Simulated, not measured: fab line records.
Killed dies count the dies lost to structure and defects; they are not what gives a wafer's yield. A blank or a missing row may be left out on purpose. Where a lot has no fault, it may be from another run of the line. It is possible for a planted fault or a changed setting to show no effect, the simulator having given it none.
The tool behind it: which one? | flow nand_harc | Sampling: 12 lots, 36 wafers, 4 of 1302 route steps

## WHAT EACH GAUGE READ, for each wafer
The record holds no reading of a measuring or inspecting step that can be judged against a usual standard deviation.

## WHAT TOOL EACH LOT RAN ON (gives the tool, then ch and the chambers of the sampled wafers, and finally the start)
lot  | NHARC_A_STAIRCASE_HM_OPEN_457                 | NHARC_A_STAIRCASE_HM_OPEN_460                 | NHARC_A_STAIRCASE_DEP_301       | NHARC_A_STAIRCASE_DESCUM_312
L477 | rie_diel-13 ch 1,3, day 16 14:41 or earlier   | rie_diel-13 ch 1,2,3, day 16 14:41 or earlier | pecvd-02 ch 0,1, day 16 14:41   | rie_diel-07 ch 1,3, day 16 15:33
L478 | rie_diel-01 ch 0,2, day 17 10:16 or earlier   | rie_diel-07 ch 1,2, day 17 10:16 or earlier   | pecvd-04 ch 0,2, day 17 10:16   | rie_diel-13 ch 0,1,2, day 17 11:52
L479 | rie_diel-13 ch 0,3, day 17 12:26 or earlier   | rie_diel-07 ch 0,2, day 17 12:26 or earlier   | pecvd-02 ch 1,2, day 17 12:26   | rie_diel-13 ch 0,1,2, day 17 13:23
L480 | rie_diel-07 ch 0,1, day 18 07:43 or earlier   | rie_diel-01 ch 0,1,3, day 18 07:43 or earlier | pecvd-03 ch 0,1, day 18 07:43   | rie_diel-07 ch 1,2, day 18 08:41
L481 | rie_diel-07 ch 1,2, day 18 09:39 or earlier   | rie_diel-07 ch 0,3, day 18 09:39 or earlier   | pecvd-03 ch 0,1,2, day 18 09:39 | rie_diel-01 ch 0,1,3, day 18 10:27
L485 | rie_diel-07 ch 0,2,3, day 20 01:37 or earlier | rie_diel-13 ch 1,2, day 20 01:37 or earlier   | pecvd-03 ch 0,1,2, day 20 01:37 | rie_diel-07 ch 2,3, day 20 02:35
L487 | rie_diel-07 ch 1,2,3, day 21 03:17 or earlier | rie_diel-13 ch 0,1,2, day 21 03:17 or earlier | pecvd-02 ch 0,1,2, day 21 03:17 | rie_diel-01 ch 1,2,3, day 21 04:17
L486 | rie_diel-01 ch 0,1, day 21 05:09 or earlier   | rie_diel-13 ch 0,2,3, day 21 05:09 or earlier | pecvd-03 ch 0,1, day 21 05:09   | rie_diel-01 ch 0,3, day 21 06:07
L494 | rie_diel-13 ch 0,1,2, day 23 14:51 or earlier | rie_diel-01 ch 1,2,3, day 23 14:51 or earlier | pecvd-02 ch 1,2, day 23 14:51   | rie_diel-13 ch 1,3, day 23 15:41
L495 | rie_diel-01 ch 1,3, day 24 07:43 or earlier   | rie_diel-07 ch 2,3, day 24 07:43 or earlier   | pecvd-02 ch 0,1, day 24 07:43   | rie_diel-13 ch 1,2, day 24 08:43
L497 | rie_diel-07 ch 0,1, day 25 09:22 or earlier   | rie_diel-13 ch 0,3, day 25 09:22 or earlier   | pecvd-02 ch 0,2, day 25 09:22   | rie_diel-07 ch 1,2,3, day 25 10:14
L499 | rie_diel-01 ch 0,1,3, day 26 06:26 or earlier | rie_diel-07 ch 0,1,2, day 26 06:26 or earlier | pecvd-02 ch 0,1,2, day 26 06:26 | rie_diel-01 ch 1,2, day 26 07:13
- NHARC_A_STAIRCASE_HM_OPEN_457: chemistry O2/COS.
- NHARC_A_STAIRCASE_HM_OPEN_460: chemistry O2/COS.
- NHARC_A_STAIRCASE_DEP_301: deposits SiON, target thk 30 nm.
- NHARC_A_STAIRCASE_DESCUM_312: chemistry O2, time 3 s.

## AS READ BY THE TOOLS THEMSELVES (means over the sampled wafers that have a number; for cases with no such wafer, the mark the record gives instead)
NHARC_A_STAIRCASE_HM_OPEN_457.
lot  | tool        | drypump_motor_current_A (A) | oes_product_au (a.u.) | rf_vpp_V (V) | showerhead_plenum_p_Torr (Torr) | throttle_valve_pct (%)
L477 | rie_diel-13 | 5.9                         | 1.009                 | 466.4        | 3.06                            | 28.333
L478 | rie_diel-01 | 6.0                         | 1.010                 | 465.3        | 3.05                            | 28.330
L479 | rie_diel-13 | 5.7                         | 0.993                 | 467.6        | 3.13                            | 28.328
L480 | rie_diel-07 | 6.0                         | 1.019                 | 469.5        | 3.22                            | 28.329
L481 | rie_diel-07 | 6.2                         | 0.999                 | 466.9        | 3.10                            | 28.334
L485 | rie_diel-07 | 5.6                         | 0.996                 | 467.3        | 3.12                            | 28.326
L487 | rie_diel-07 | 5.8                         | 1.005                 | 467.4        | 3.11                            | 28.326
L486 | rie_diel-01 | 5.8                         | 0.999                 | 465.3        | 3.03                            | 28.322
L494 | rie_diel-13 | 5.7                         | 0.995                 | 465.4        | 3.06                            | 28.329
L495 | rie_diel-01 | 5.1                         | 0.988                 | 465.4        | 3.06                            | 28.334
L497 | rie_diel-07 | 5.8                         | 1.010                 | 468.9        | 3.20                            | 28.333
L499 | rie_diel-01 | 5.6                         | 1.012                 | 464.7        | 3.03                            | 28.325

NHARC_A_STAIRCASE_HM_OPEN_460.
lot  | tool        | drypump_motor_current_A (A) | oes_product_au (a.u.) | rf_vpp_V (V) | showerhead_plenum_p_Torr (Torr) | throttle_valve_pct (%)
L477 | rie_diel-13 | 5.9                         | 0.993                 | 465.7        | 3.06                            | 28.321
L478 | rie_diel-07 | 6.2                         | 1.006                 | 466.2        | 3.10                            | 28.322
L479 | rie_diel-07 | 5.8                         | 1.000                 | 467.8        | 3.18                            | 28.328
L480 | rie_diel-01 | 5.6                         | 1.013                 | 465.9        | 3.06                            | 28.328
L481 | rie_diel-07 | 5.2                         | 1.002                 | 467.3        | 3.15                            | 28.340
L485 | rie_diel-13 | 5.8                         | 0.999                 | 464.8        | 3.04                            | 28.328
L487 | rie_diel-13 | 5.7                         | 1.010                 | 466.2        | 3.07                            | 28.330
L486 | rie_diel-13 | 5.8                         | 0.985                 | 466.5        | 3.08                            | 28.333
L494 | rie_diel-01 | 5.2                         | 0.991                 | 466.4        | 3.07                            | 28.323
L495 | rie_diel-07 | 5.8                         | 1.004                 | 465.2        | 3.05                            | 28.329
L497 | rie_diel-13 | 6.0                         | 0.985                 | 466.6        | 3.07                            | 28.336
L499 | rie_diel-07 | 6.0                         | 1.006                 | 467.9        | 3.13                            | 28.329

NHARC_A_STAIRCASE_DEP_301.
lot  | tool     | heater_power_w (W) | rf_fwd_power_W (W) | showerhead_vpp_V (V)
L477 | pecvd-02 | 772                | 348.1              | 1110
L478 | pecvd-04 | 754                | 348.5              | 1140
L479 | pecvd-02 | 812                | 348.8              | 1090
L480 | pecvd-03 | 863                | 348.3              | 1129
L481 | pecvd-03 | 840                | 348.6              | 1140
L485 | pecvd-03 | 832                | 301.7              | 1040
L487 | pecvd-02 | 710                | 348.3              | 1111
L486 | pecvd-03 | 825                | 300.8              | 1107
L494 | pecvd-02 | 793                | 348.0              | 1096
L495 | pecvd-02 | 765                | 348.2              | 1116
L497 | pecvd-02 | 715                | 348.5              | 1114
L499 | pecvd-02 | 832                | 349.3              | 1109

NHARC_A_STAIRCASE_DESCUM_312.
lot  | tool        | drypump_motor_current_A (A) | oes_product_au (a.u.) | rf_vpp_V (V) | showerhead_plenum_p_Torr (Torr) | throttle_valve_pct (%)
L477 | rie_diel-07 | 5.8                         | 1.012                 | 58.1         | 1.95                            | 11.301
L478 | rie_diel-13 | 5.6                         | 1.001                 | 57.5         | 1.88                            | 11.312
L479 | rie_diel-13 | 5.6                         | 1.000                 | 57.5         | 1.88                            | 11.317
L480 | rie_diel-07 | 6.2                         | 1.010                 | 58.4         | 1.93                            | 11.305
L481 | rie_diel-01 | 5.6                         | 1.010                 | 58.1         | 1.87                            | 11.306
L485 | rie_diel-07 | 5.8                         | 0.998                 | 57.4         | 1.87                            | 11.311
L487 | rie_diel-01 | 5.2                         | 1.003                 | 58.4         | 1.89                            | 11.306
L486 | rie_diel-01 | 5.8                         | 1.016                 | 57.2         | 1.86                            | 11.310
L494 | rie_diel-13 | 5.9                         | 0.993                 | 57.4         | 1.86                            | 11.297
L495 | rie_diel-13 | 5.8                         | 0.987                 | 56.8         | 1.84                            | 11.308
L497 | rie_diel-07 | 5.8                         | 1.006                 | 57.1         | 1.89                            | 11.310
L499 | rie_diel-01 | 5.1                         | 0.997                 | 57.7         | 1.88                            | 11.296

## THE ANSWER, worked out from the rows above alone
Rule: the lots themselves supply what counts as usual. The widest of any qualifying gaps counts: lots, ordered by their means at a reading, are off when they make up no more than a third of the lots, leave a main group of 4 or more, and stand apart from it by 3 or more times the standard deviation of that group's means. The tables above print the reading to a certain number of digits; a main group whose means all agree to those digits is not used. Also off: a lot with no number at a reading for which 4 or more lots have one. Any other lot the step has rows for is counted as sound. First the gauges in route order, then the tools' own readings, where a lot's mean is used as printed above. At the first step where some lot is off, the reading lying furthest off is the one used; lots without a number count as furthest.
Off, at NHARC_A_STAIRCASE_DEP_301 on rf_fwd_power_W: L485, L486. For the main group the mean is 348.5 W and the standard deviation 0.36.
If a tool, at that step or one of the process steps before it, ran each lot that is off and ran no sound lot following the first of them, it fits. NHARC_A_STAIRCASE_HM_OPEN_457: start missing for some lots; hours and lot order therefore follow NHARC_A_STAIRCASE_DEP_301. NHARC_A_STAIRCASE_HM_OPEN_460: start missing for some lots; hours and lot order therefore follow NHARC_A_STAIRCASE_DEP_301. One fits: pecvd-03 at NHARC_A_STAIRCASE_DEP_301. Its last sound lot is L481 (day 18 09:39), its first lot that is off L485 (day 20 01:37): a fault that began between those two fits.
The tool's own readings at NHARC_A_STAIRCASE_DEP_301 bear it out: on the lots that are off they differ by more than 5 times the standard deviation of the sound lots' means. rf_fwd_power_W reads 301.2 W there against 348.5 W on the sound lots.

## WHAT THE SIMULATOR PUT IN
pecvd-03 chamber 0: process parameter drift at NHARC_A_STAIRCASE_DEP_301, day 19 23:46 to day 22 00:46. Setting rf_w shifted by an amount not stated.
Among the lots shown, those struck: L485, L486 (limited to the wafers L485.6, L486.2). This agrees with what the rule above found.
